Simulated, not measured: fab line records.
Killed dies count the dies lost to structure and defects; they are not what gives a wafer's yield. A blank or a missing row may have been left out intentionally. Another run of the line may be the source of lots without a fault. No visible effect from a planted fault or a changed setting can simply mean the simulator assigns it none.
What tool caused it? -- flow n5_finfet -- 24 lots with 72 wafers sampled at 4 steps, on a route of 1938 steps

WHAT THE GAUGES SHOWED, per wafer
N5_BEOL_M7_THK_MEAS_01.
lot,measured,on,M7_ILD_THK (nm)
L074,day 10 00:06,film_metro-01,154.5 154.6 155.5
L075,day 10 18:23,film_metro-01,153.0 156.6 158.6
L077,day 11 05:44,film_metro-02,154.1 155.9 156.4
L076,day 11 15:11,film_metro-01,155.1 156.0 154.4
L078,day 12 03:05,film_metro-01,156.7 157.2 156.4
L079,day 12 08:39,film_metro-02,154.9 153.0 158.4
L080,day 12 17:19,film_metro-02,154.8 158.7 156.3
L081,day 14 03:14,film_metro-01,153.4 154.1 155.5
L083,day 14 23:49,film_metro-02,152.0 153.0 154.0
L084,day 15 05:21,film_metro-01,158.4 155.6 158.0
L085,day 15 12:38,film_metro-01,150.9 152.5 156.5
L086,day 15 20:01,film_metro-02,155.4 157.1 154.0
L087,day 16 08:20,film_metro-02,154.5 155.7 155.8
L090,day 16 10:19,film_metro-01,154.2 155.8 155.9
L088,day 16 20:35,film_metro-01,154.1 155.8 154.8
L095,day 17 07:30,film_metro-02,154.1 154.6 155.5
L097,day 17 08:18,film_metro-01,155.8 156.8 155.7
L091,day 17 13:56,film_metro-01,151.3 151.4 154.0
L092,day 18 02:13,film_metro-02,154.7 153.6 156.8
L093,day 18 11:53,film_metro-02,155.4 159.5 159.2
L094,day 18 11:04,film_metro-01,154.2 156.7 159.0
L089,day 18 12:09,film_metro-02,156.7 154.2 156.7
L082,day 18 14:56,film_metro-01,152.6 153.4 153.0
L096,day 18 17:58,film_metro-02,155.1 156.0 155.3

TOOL THAT RAN EACH LOT (tool first, then ch and the chambers of the sampled wafers, then the start)
lot,N5_BEOL_M5_ANNEAL_51,N5_BEOL_M6_DESCUM_16,N5_BEOL_M6_SURFACE_TREAT_79
L074,"rtp_anneal-02 ch 0, day 9 17:41","rie_diel-04 ch 0,3, day 9 19:53","pvd_sputter-01, day 9 22:16"
L075,"rtp_anneal-01 ch 0, day 10 06:54","rie_diel-04 ch 1,2, day 10 09:47","pvd_sputter-02, day 10 16:28"
L077,"rtp_anneal-01 ch 0, day 10 15:21","rie_diel-02 ch 0,1, day 10 18:11","pvd_sputter-01, day 11 01:47"
L076,"rtp_anneal-01 ch 0, day 11 00:17","rie_diel-04 ch 0,1,3, day 11 04:41","pvd_sputter-02, day 11 13:16"
L078,"rtp_anneal-01 ch 0, day 11 12:26","rie_diel-02 ch 1,2, day 11 16:17","pvd_sputter-01, day 12 00:03"
L079,"rtp_anneal-02 ch 0, day 11 23:35","rie_diel-05 ch 1,3, day 12 02:16","pvd_sputter-01, day 12 05:19"
L080,"rtp_anneal-02 ch 0, day 12 04:44","rie_diel-04 ch 0,1,3, day 12 07:41","pvd_sputter-01, day 12 15:34"
L081,"rtp_anneal-01 ch 0, day 13 15:02","rie_diel-04 ch 0,3, day 13 19:01","pvd_sputter-01, day 14 01:09"
L083,"rtp_anneal-01 ch 0, day 14 11:55","rie_diel-04 ch 0,2,3, day 14 14:51","pvd_sputter-02, day 14 20:14"
L084,"rtp_anneal-01 ch 0, day 14 19:45","rie_diel-02 ch 0,1,3, day 14 23:12","pvd_sputter-01, day 15 03:17"
L085,"rtp_anneal-02 ch 0, day 15 02:31","rie_diel-02 ch 0,1,3, day 15 06:23","pvd_sputter-02, day 15 10:48"
L086,"rtp_anneal-01 ch 0, day 15 12:29","rie_diel-04 ch 0,3, day 15 14:40","pvd_sputter-02, day 15 17:53"
L087,"rtp_anneal-01 ch 0, day 15 23:09","rie_diel-04 ch 1,2, day 16 01:28","pvd_sputter-01, day 16 04:53"
L090,"rtp_anneal-02 ch 0, day 16 02:26","rie_diel-04 ch 0,1,3, day 16 04:54","pvd_sputter-01, day 16 08:25"
L088,"rtp_anneal-01 ch 0, day 16 08:04","rie_diel-04 ch 1,2, day 16 12:26","pvd_sputter-01, day 16 17:25"
L095,"rtp_anneal-02 ch 0, day 16 22:08","rie_diel-02 ch 1,2,3, day 17 01:14","pvd_sputter-01, day 17 05:36"
L097,"rtp_anneal-02 ch 0, day 17 00:50","rie_diel-02 ch 1,2, day 17 03:56","pvd_sputter-02, day 17 06:31"
L091,"rtp_anneal-01 ch 0, day 17 03:33","rie_diel-02 ch 0,1,3, day 17 06:50","pvd_sputter-01, day 17 11:53"
L092,"rtp_anneal-02 ch 0, day 17 11:32","rie_diel-04 ch 1,3, day 17 15:13","pvd_sputter-02, day 17 22:13"
L093,"rtp_anneal-01 ch 0, day 17 20:20","rie_diel-05 ch 0,2, day 18 01:19","pvd_sputter-01, day 18 08:29"
L094,"rtp_anneal-02 ch 0, day 17 20:56","rie_diel-02 ch 0,2,3, day 18 01:28","pvd_sputter-03, day 18 08:24"
L089,"rtp_anneal-02 ch 0, day 17 21:15","rie_diel-02 ch 0,1,3, day 18 01:55","pvd_sputter-03, day 18 10:22"
L082,"rtp_anneal-02 ch 0, day 18 06:41","rie_diel-05 ch 0,2, day 18 09:19","pvd_sputter-03, day 18 13:05"
L096,"rtp_anneal-01 ch 0, day 18 06:55","rie_diel-05 ch 1,2, day 18 11:22","pvd_sputter-02, day 18 14:19"
- N5_BEOL_M5_ANNEAL_51: time 90 s.
- N5_BEOL_M6_DESCUM_16: chemistry O2, time 7.9 s.
- N5_BEOL_M6_SURFACE_TREAT_79

AS READ BY THE TOOLS THEMSELVES (means over the sampled wafers that have a number; for cases with no such wafer, the mark the record gives instead)
N5_BEOL_M5_ANNEAL_51.
lot,tool,wafer_temp_C_max
L074,rtp_anneal-02,226.08
L075,rtp_anneal-01,226.08
L077,rtp_anneal-01,226.21
L076,rtp_anneal-01,226.30
L078,rtp_anneal-01,226.43
L079,rtp_anneal-02,225.92
L080,rtp_anneal-02,226.47
L081,rtp_anneal-01,226.10
L083,rtp_anneal-01,226.01
L084,rtp_anneal-01,226.23
L085,rtp_anneal-02,225.82
L086,rtp_anneal-01,226.37
L087,rtp_anneal-01,226.35
L090,rtp_anneal-02,226.05
L088,rtp_anneal-01,226.08
L095,rtp_anneal-02,226.03
L097,rtp_anneal-02,225.90
L091,rtp_anneal-01,226.11
L092,rtp_anneal-02,225.83
L093,rtp_anneal-01,225.97
L094,rtp_anneal-02,225.99
L089,rtp_anneal-02,226.12
L082,rtp_anneal-02,225.82
L096,rtp_anneal-01,226.27

N5_BEOL_M6_DESCUM_16.
lot,tool,drypump_motor_current_A (A),oes_product_au (a.u.),rf_vpp_V (V),showerhead_plenum_p_Torr (Torr),throttle_valve_pct (%)
L074,rie_diel-04,5.8,0.85,245.1,2.20,20.41
L075,rie_diel-04,5.4,0.81,242.6,2.04,20.56
L077,rie_diel-02,5.7,0.72,243.0,2.11,20.43
L076,rie_diel-04,5.6,0.92,243.4,2.13,20.39
L078,rie_diel-02,5.7,0.73,245.6,2.17,20.48
L079,rie_diel-05,6.2,0.75,244.3,2.18,20.49
L080,rie_diel-04,5.6,0.90,243.7,2.13,20.38
L081,rie_diel-04,5.8,0.89,244.5,2.19,20.30
L083,rie_diel-04,5.5,0.92,243.4,2.13,20.25
L084,rie_diel-02,5.6,0.70,241.7,2.04,20.55
L085,rie_diel-02,5.6,0.70,241.9,2.04,20.55
L086,rie_diel-04,5.8,0.87,244.6,2.19,20.33
L087,rie_diel-04,5.3,0.89,241.9,2.03,20.29
L090,rie_diel-04,5.6,0.86,243.6,2.12,20.44
L088,rie_diel-04,5.4,0.86,241.9,2.03,20.47
L095,rie_diel-02,5.7,0.72,243.4,2.10,20.62
L097,rie_diel-02,5.8,0.70,244.7,2.16,20.54
L091,rie_diel-02,5.6,0.79,244.6,2.13,20.45
L092,rie_diel-04,5.4,0.83,243.2,2.05,20.56
L093,rie_diel-05,6.1,0.84,243.7,2.12,20.46
L094,rie_diel-02,5.6,0.81,243.4,2.13,20.47
L089,rie_diel-02,5.7,0.79,243.5,2.12,20.45
L082,rie_diel-05,6.0,0.85,244.2,2.13,20.46
L096,rie_diel-05,5.5,0.85,244.2,2.18,20.34

THE ANSWER, worked out from the rows above alone
Rule: the usual values come from the lots themselves. The widest of any qualifying gaps counts: lots, ordered by their means at a reading, are off when they make up no more than a third of the lots, leave a main group of 4 or more, and stand apart from it by 3 or more times the standard deviation of that group's means. If all means in a main group match to the digits the tables above print for the reading, that group is not used. Also off: a lot with no number at a reading for which 4 or more lots have one. The other lots that the step has rows for count as sound. The gauges are gone through in route order, then the tools' own readings, and for those a lot's mean is taken as printed above. At the first step where some lot is off, the reading lying furthest off is the one used; lots without a number count as furthest.
Across all readings shown, no lot is off: no conclusion can be drawn from this.

WHAT HAD BEEN PUT IN BY THE SIMULATOR
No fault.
